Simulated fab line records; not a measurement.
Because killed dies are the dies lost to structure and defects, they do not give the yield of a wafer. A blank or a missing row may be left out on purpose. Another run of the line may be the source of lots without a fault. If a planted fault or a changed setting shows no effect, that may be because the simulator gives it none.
Which tool is to blame? | flow n5-finfet | Sampling: 6 lots, 18 wafers, 2 of 1938 route steps

== WHAT THE GAUGES READ, wafer by wafer ==
N5_BEOL_M10_THK_MEAS_53: measures by xrf.
lot  | measured     | on            | M10_THK (nm)
L932 | day 10 16:59 | film-metro-01 | 132 140 134
L937 | day 11 17:50 | film-metro-02 | 141 141 139
L939 | day 12 06:21 | film-metro-01 | 136 137 142
L940 | day 12 15:11 | film-metro-01 | 147 146 140
L948 | day 15 15:39 | film-metro-02 | 138 135 135
L951 | day 18 06:49 | film-metro-02 | 141 140 138

== WHAT TOOL EACH LOT RAN ON (gives the tool, then ch and the chambers of the sampled wafers, and finally the start) ==
lot  | N5_BEOL_M10_CURE_72
L932 | uv-cure-02 ch 1, day 10 15:04
L937 | uv-cure-03 ch 1, day 11 15:53
L939 | uv-cure-02 ch 2, day 12 04:07
L940 | uv-cure-03 ch 2, day 12 10:39
L948 | uv-cure-02 ch 2, day 15 13:11
L951 | uv-cure-02 ch 0, day 18 02:56
- N5_BEOL_M10_CURE_72: cures SiCOH lowk, time 120 s.

== THE ANSWER, worked out from the rows above alone ==
Rule: what is usual is taken from the lots themselves. Put in order of their means at a reading, lots are off if they are a third of the lots or fewer, leave a main group of 4 or more, and stand apart from it by a gap of 3 or more times the standard deviation of the main group's means; of several such gaps the widest counts. A main group is skipped when, at the precision printed for the reading in the tables above, its means are all equal. Also off: a lot with no number at a reading for which 4 or more lots have one. The other lots that the step has rows for count as sound.
No lot is off at any reading shown: from this, nothing can be told.

== WHAT THE SIMULATOR HAD INSERTED ==
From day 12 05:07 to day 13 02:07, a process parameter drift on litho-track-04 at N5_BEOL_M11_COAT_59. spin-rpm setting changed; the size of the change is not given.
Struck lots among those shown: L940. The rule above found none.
